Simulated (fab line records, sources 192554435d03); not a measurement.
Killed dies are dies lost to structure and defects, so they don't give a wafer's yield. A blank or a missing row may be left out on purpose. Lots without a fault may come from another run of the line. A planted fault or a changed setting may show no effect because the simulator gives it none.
Which tool did it? | flow n5_finfet | 24 lots, 72 wafers sampled, at 4 steps of a route of 1938

WHAT THE GAUGES READ, wafer by wafer
N5_FIN_SAQP_CD_MEAS_31: target cd 8 nm.
lot  | measured    | on        | cd_nm (nm)
L074 | day 2 02:13 | cd_sem-01 | 8.02 8.08 7.95
L075 | day 2 07:13 | cd_sem-02 | 8.26 7.89 8.42
L076 | day 2 15:04 | cd_sem-01 | 7.89 8.45 8.13
L077 | day 2 21:58 | cd_sem-02 | 8.32 7.77 8.33
L078 | day 3 02:41 | cd_sem-01 | 8.29 7.95 8.62
L079 | day 3 07:41 | cd_sem-02 | 8.08 8.02 8.26
L080 | day 3 14:44 | cd_sem-03 | 7.95 8.08 8.15
L081 | day 3 20:29 | cd_sem-02 | 8.12 7.96 8.20
L082 | day 4 01:59 | cd_sem-03 | 8.15 7.55 7.78
L083 | day 4 09:46 | cd_sem-02 | 7.56 8.26 7.64
L084 | day 4 13:40 | cd_sem-03 | 7.84 8.02 7.87
L085 | day 4 22:23 | cd_sem-02 | 8.17 8.27 8.10
L086 | day 5 02:52 | cd_sem-01 | 8.55 7.83 7.80
L087 | day 5 07:55 | cd_sem-01 | 7.94 7.87 8.26
L088 | day 5 14:14 | cd_sem-01 | 8.02 7.87 8.20
L089 | day 5 19:53 | cd_sem-02 | 8.07 7.84 8.15
L090 | day 6 03:10 | cd_sem-03 | 7.78 8.38 7.94
L091 | day 6 08:55 | cd_sem-03 | 8.26 8.17 7.89
L092 | day 6 14:29 | cd_sem-01 | 8.19 8.41 8.65
L093 | day 6 19:32 | cd_sem-03 | 7.91 8.31 8.09
L094 | day 7 02:31 | cd_sem-03 | 8.19 8.07 7.66
L095 | day 7 08:17 | cd_sem-02 | 8.42 8.43 7.99
L096 | day 7 13:29 | cd_sem-01 | 8.49 8.04 8.19
L097 | day 7 21:01 | cd_sem-01 | 7.84 7.98 7.92

WHICH TOOL RAN EACH LOT (tool, then ch and the chambers of the sampled wafers, then the start)
lot  | N5_ZERO_LAYER_ETCH_17             | N5_FIN_SAQP_STRIP_55              | N5_FIN_SAQP_MANDREL2_REMOVE_60
L074 | rie_diel-01 ch 0,3, day 1 13:02   | rie_diel-06 ch 0,1,2, day 1 22:43 | rie_si-02 ch 0,1,2, day 2 02:06
L075 | rie_diel-05 ch 0,2,3, day 1 18:44 | rie_diel-02 ch 0,1,2, day 2 04:02 | rie_si-02 ch 1,2,3, day 2 07:07
L076 | rie_diel-03 ch 0,2,3, day 2 00:43 | rie_diel-06 ch 0,1,2, day 2 10:27 | rie_si-03 ch 0,1,3, day 2 14:58
L077 | rie_diel-01 ch 0,1, day 2 06:43   | rie_diel-04 ch 1,2,3, day 2 16:37 | rie_si-01 ch 0,2,3, day 2 21:52
L078 | rie_diel-01 ch 0,1,2, day 2 12:43 | rie_diel-04 ch 1,2, day 2 22:43   | rie_si-03 ch 1,3, day 3 02:34
L079 | rie_diel-03 ch 0,1, day 2 18:52   | rie_diel-06 ch 0,1,3, day 3 04:28 | rie_si-01 ch 0,1,2, day 3 07:35
L080 | rie_diel-05 ch 0,1,2, day 3 01:17 | rie_diel-06 ch 1,2, day 3 10:41   | rie_si-03 ch 0,1,2, day 3 14:38
L081 | rie_diel-05 ch 1,3, day 3 07:10   | rie_diel-02 ch 1,2,3, day 3 17:00 | rie_si-01 ch 0,1,3, day 3 20:23
L082 | rie_diel-05 ch 0,1,2, day 3 12:43 | rie_diel-06 ch 0,2, day 3 22:35   | rie_si-03 ch 0,2,3, day 4 01:52
L083 | rie_diel-03 ch 0,1,2, day 3 18:52 | rie_diel-06 ch 1,2, day 4 06:27   | rie_si-02 ch 0,3, day 4 09:39
L084 | rie_diel-01 ch 0,3, day 4 00:46   | rie_diel-06 ch 1,2, day 4 10:28   | rie_si-03 ch 1,2,3, day 4 13:33
L085 | rie_diel-03 ch 1,2,3, day 4 06:51 | rie_diel-02 ch 1,2, day 4 16:31   | rie_si-03 ch 2,3, day 4 22:17
L086 | rie_diel-03 ch 1,3, day 4 12:50   | rie_diel-06 ch 1,2, day 4 23:20   | rie_si-02 ch 0,1, day 5 02:44
L087 | rie_diel-01 ch 0,1, day 4 18:44   | rie_diel-04 ch 0,1,3, day 5 04:16 | rie_si-01 ch 2,3, day 5 07:49
L088 | rie_diel-05 ch 2,3, day 5 00:52   | rie_diel-04 ch 1,3, day 5 10:34   | rie_si-01 ch 0,2,3, day 5 14:08
L089 | rie_diel-05 ch 0,2, day 5 06:45   | rie_diel-02 ch 2,3, day 5 16:37   | rie_si-02 ch 0,1,3, day 5 19:46
L090 | rie_diel-01 ch 1,3, day 5 12:43   | rie_diel-06 ch 0,1, day 5 21:44   | rie_si-02 ch 1,2,3, day 6 03:04
L091 | rie_diel-01 ch 0,1,3, day 5 18:43 | rie_diel-06 ch 0,1,2, day 6 05:07 | rie_si-02 ch 0,1,3, day 6 08:48
L092 | rie_diel-05 ch 1,2, day 6 01:07   | rie_diel-04 ch 1,2, day 6 11:08   | rie_si-01 ch 0,1, day 6 14:23
L093 | rie_diel-01 ch 0,3, day 6 06:51   | rie_diel-02 ch 0,3, day 6 16:14   | rie_si-01 ch 0,1,2, day 6 19:25
L094 | rie_diel-05 ch 0,2,3, day 6 12:50 | rie_diel-06 ch 1,2, day 6 22:45   | rie_si-02 ch 0,3, day 7 02:24
L095 | rie_diel-01 ch 1,2, day 6 18:43   | rie_diel-06 ch 0,1, day 7 04:40   | rie_si-02 ch 1,2, day 7 08:10
L096 | rie_diel-03 ch 0,1,3, day 7 00:43 | rie_diel-04 ch 1,2, day 7 09:43   | rie_si-01 ch 0,2,3, day 7 13:22
L097 | rie_diel-01 ch 0,1,2, day 7 06:55 | rie_diel-06 ch 0,1,2, day 7 17:07 | rie_si-03 ch 0,1, day 7 20:54
- N5_ZERO_LAYER_ETCH_17: etches SiO2 in CF4, target depth 12 nm, time 13.3 s.
- N5_FIN_SAQP_STRIP_55: strips in N2/H2.
- N5_FIN_SAQP_MANDREL2_REMOVE_60: chemistry HBr/Cl2/O2, target a-Si, stops on SiNx, bt time 10 s.

WHAT THE TOOLS THEMSELVES READ (means of the sampled wafers that have a number; where no wafer has one, the mark that the record gives instead)
N5_ZERO_LAYER_ETCH_17.
lot  | tool        | drypump_motor_current_A (A) | oes_product_au (a.u.) | rf_vpp_V (V) | showerhead_plenum_p_Torr (Torr) | throttle_valve_pct (%)
L074 | rie_diel-01 | 5.8                         | 0.69                  | 950          | 2.18                            | 15.90
L075 | rie_diel-05 | 5.3                         | 0.80                  | 948          | 2.13                            | 15.63
L076 | rie_diel-03 | 6.1                         | 0.82                  | 948          | 2.12                            | 15.51
L077 | rie_diel-01 | 5.5                         | 0.68                  | 947          | 2.11                            | 15.78
L078 | rie_diel-01 | 5.4                         | 0.69                  | 947          | 2.11                            | 15.74
L079 | rie_diel-03 | 6.2                         | 0.89                  | 951          | 2.15                            | 15.52
L080 | rie_diel-05 | 5.4                         | 0.76                  | 947          | 2.11                            | 15.51
L081 | rie_diel-05 | 5.9                         | 0.68                  | 952          | 2.21                            | 15.68
L082 | rie_diel-05 | 5.4                         | 0.76                  | 948          | 2.11                            | 15.50
L083 | rie_diel-03 | 6.2                         | 0.84                  | 950          | 2.15                            | 15.51
L084 | rie_diel-01 | 5.8                         | 0.84                  | 950          | 2.17                            | 15.61
L085 | rie_diel-03 | 6.3                         | 0.86                  | 952          | 2.19                            | 15.45
L086 | rie_diel-03 | 6.5                         | 0.91                  | 954          | 2.22                            | 15.39
L087 | rie_diel-01 | 5.4                         | 0.85                  | 945          | 2.11                            | 15.41
L088 | rie_diel-05 | 5.6                         | 0.76                  | 951          | 2.18                            | 15.83
L089 | rie_diel-05 | 5.1                         | 0.77                  | 944          | 2.06                            | 15.53
L090 | rie_diel-01 | 5.8                         | 0.90                  | 950          | 2.17                            | 15.44
L091 | rie_diel-01 | 5.6                         | 0.93                  | 948          | 2.14                            | 15.34
L092 | rie_diel-05 | 5.3                         | 0.79                  | 948          | 2.12                            | 15.52
L093 | rie_diel-01 | 5.9                         | 0.92                  | 949          | 2.17                            | 15.45
L094 | rie_diel-05 | 5.3                         | 0.76                  | 947          | 2.11                            | 15.70
L095 | rie_diel-01 | 5.4                         | 0.91                  | 946          | 2.10                            | 15.23
L096 | rie_diel-03 | 6.4                         | 0.86                  | 952          | 2.18                            | 15.50
L097 | rie_diel-01 | 5.4                         | 0.92                  | 946          | 2.10                            | 15.25

N5_FIN_SAQP_STRIP_55.
lot  | tool        | drypump_motor_current_A (A) | oes_product_au (a.u.) | rf_vpp_V (V) | showerhead_plenum_p_Torr (Torr) | throttle_valve_pct (%)
L074 | rie_diel-06 | 5.7                         | 0.82                  | 122.1        | 3.36                            | 19.1
L075 | rie_diel-02 | 6.0                         | 0.81                  | 123.4        | 3.32                            | 18.5
L076 | rie_diel-06 | 5.7                         | 0.82                  | 120.1        | 3.36                            | 19.2
L077 | rie_diel-04 | 5.9                         | 0.78                  | 121.6        | 3.41                            | 18.7
L078 | rie_diel-04 | 5.9                         | 0.80                  | 121.9        | 3.49                            | 18.9
L079 | rie_diel-06 | 6.2                         | 0.82                  | 121.8        | 3.40                            | 19.1
L080 | rie_diel-06 | 5.2                         | 0.80                  | 123.3        | 3.34                            | 19.4
L081 | rie_diel-02 | 6.4                         | 0.78                  | 121.6        | 3.34                            | 18.7
L082 | rie_diel-06 | 5.4                         | 0.78                  | 121.4        | 3.38                            | 19.5
L083 | rie_diel-06 | 5.5                         | 0.85                  | 121.7        | 3.31                            | 19.1
L084 | rie_diel-06 | 5.5                         | 0.84                  | 122.0        | 3.31                            | 19.1
L085 | rie_diel-02 | 6.2                         | 0.81                  | 121.2        | 3.37                            | 18.5
L086 | rie_diel-06 | 5.2                         | 0.79                  | 122.3        | 3.33                            | 19.4
L087 | rie_diel-04 | 5.9                         | 0.79                  | 121.8        | 3.41                            | 18.9
L088 | rie_diel-04 | 5.9                         | 0.71                  | 122.6        | 3.28                            | 18.6
L089 | rie_diel-02 | 6.2                         | 0.71                  | 121.9        | 3.30                            | 18.7
L090 | rie_diel-06 | 6.2                         | 0.79                  | 122.1        | 3.36                            | 19.0
L091 | rie_diel-06 | 5.7                         | 0.78                  | 121.9        | 3.34                            | 19.2
L092 | rie_diel-04 | 5.9                         | 0.81                  | 122.6        | 3.51                            | 19.0
L093 | rie_diel-02 | 6.5                         | 0.70                  | 121.3        | 3.27                            | 19.0
L094 | rie_diel-06 | 5.5                         | 0.80                  | 122.8        | 3.30                            | 19.2
L095 | rie_diel-06 | 6.0                         | 0.81                  | 122.1        | 3.31                            | 19.0
L096 | rie_diel-04 | 5.9                         | 0.76                  | 122.3        | 3.47                            | 19.0
L097 | rie_diel-06 | 5.7                         | 0.77                  | 122.8        | 3.33                            | 19.2

N5_FIN_SAQP_MANDREL2_REMOVE_60.
lot  | tool      | drypump_motor_current_A (A) | oes_product_au (a.u.) | throttle_valve_pct (%)
L074 | rie_si-02 | 5.9                         | 1.010                 | 36.5
L075 | rie_si-02 | 6.1                         | 1.010                 | 36.4
L076 | rie_si-03 | 5.4                         | 0.981                 | 37.0
L077 | rie_si-01 | 5.9                         | 1.013                 | 36.8
L078 | rie_si-03 | 5.1                         | 0.992                 | 37.0
L079 | rie_si-01 | 5.9                         | 1.012                 | 36.9
L080 | rie_si-03 | 5.5                         | 0.976                 | 36.9
L081 | rie_si-01 | 5.8                         | 1.009                 | 37.0
L082 | rie_si-03 | 5.6                         | 0.974                 | 36.7
L083 | rie_si-02 | 6.3                         | 1.010                 | 36.7
L084 | rie_si-03 | 5.3                         | 0.981                 | 36.8
L085 | rie_si-03 | 5.5                         | 0.969                 | 36.5
L086 | rie_si-02 | 6.0                         | 1.007                 | 36.7
L087 | rie_si-01 | 5.5                         | 1.014                 | 36.9
L088 | rie_si-01 | 5.9                         | 1.018                 | 36.8
L089 | rie_si-02 | 6.2                         | 1.014                 | 36.6
L090 | rie_si-02 | 6.2                         | 1.009                 | 36.4
L091 | rie_si-02 | 6.2                         | 1.014                 | 36.6
L092 | rie_si-01 | 5.9                         | 1.007                 | 37.1
L093 | rie_si-01 | 5.8                         | 1.009                 | 36.9
L094 | rie_si-02 | 6.3                         | 1.007                 | 36.7
L095 | rie_si-02 | 5.9                         | 1.001                 | 36.3
L096 | rie_si-01 | 5.9                         | 1.000                 | 36.7
L097 | rie_si-03 | 5.6                         | 0.969                 | 37.1

THE ANSWER, worked out from the rows above alone
Rule: what is usual is taken from the lots themselves. Put in order of their means at a reading, lots are off if they are a third of the lots or fewer, leave a main group of 4 or more, and stand apart from it by a gap of 3 or more times the standard deviation of the main group's means; of several such gaps the widest counts. A main group whose means are all the same, to the digits that the tables above print for the reading, isn't used. A lot without any number at a reading at which 4 lots or more have one is off too. The other lots that the step has rows for count as sound. The gauges are gone through in route order, then the tools' own readings, and for those a lot's mean is taken as printed above. The first step at which some lot is off is used, and at that step the reading that is off furthest; a lot without a number counts as furthest.
No lot is off at any reading shown: from this, nothing can be told.

WHAT THE SIMULATOR HAD PUT IN
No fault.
